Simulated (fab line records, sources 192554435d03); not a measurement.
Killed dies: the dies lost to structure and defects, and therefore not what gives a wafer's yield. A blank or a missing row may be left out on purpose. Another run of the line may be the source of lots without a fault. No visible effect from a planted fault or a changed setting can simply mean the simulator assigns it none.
Matching of chambers | flow n5Finfet | 3 sister chambers for N5_BEOL_M7_PECVD_70 on pecvd-01
The step deposits SiO2 from TEOS/O2, target thk 20 nm, time 22.7 s. 3 wafers are shown with their chamber, then 8 later ones without.

WAFERS WITH THEIR CHAMBER
wafer  | chamber | throttleValvePct (%)
L083.5 | 0       | 23.9
L085.4 | 1       | 22.6
L088.1 | 2       | 21.6

WAFERS WHOSE CHAMBER IS MISSING
wafer  | throttleValvePct (%)
L088.3 | 22.9
L088.5 | 24.0
L094.1 | 23.1
L094.4 | 22.7
L094.6 | 23.7
L097.2 | 21.5
L097.5 | 24.1
L097.6 | 21.7

THE CHAMBER EACH PASSED THROUGH
wafer  | from the rows above     | in truth
L088.3 | 1                       | 1
L088.5 | 0                       | 0
L094.1 | can't be placed: 1 or 0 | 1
L094.4 | 1                       | 1
L094.6 | 0                       | 0
L097.2 | 2                       | 2
L097.5 | 0                       | 0
L097.6 | 2                       | 2
7 of 8 placed correctly. Cannot be placed on the basis of these rows: 1; the candidates contain the true chamber in 1. Wrongly placed: 0.
How it was worked out, from the rows above alone: a wafer's distance from a chamber is the root of the sum, over the readings, of the square of ((its reading less the chamber's mean) divided by the reading's scatter). If the next closest chamber is less than 2 further off than the closest, the wafer can't be placed; otherwise it belongs to the closest. A chamber's mean is the mean of its shown wafers. The scatter (one wafer shown for each chamber): square how far every hidden wafer sits from the nearest shown wafer, average those squares and take the square root.
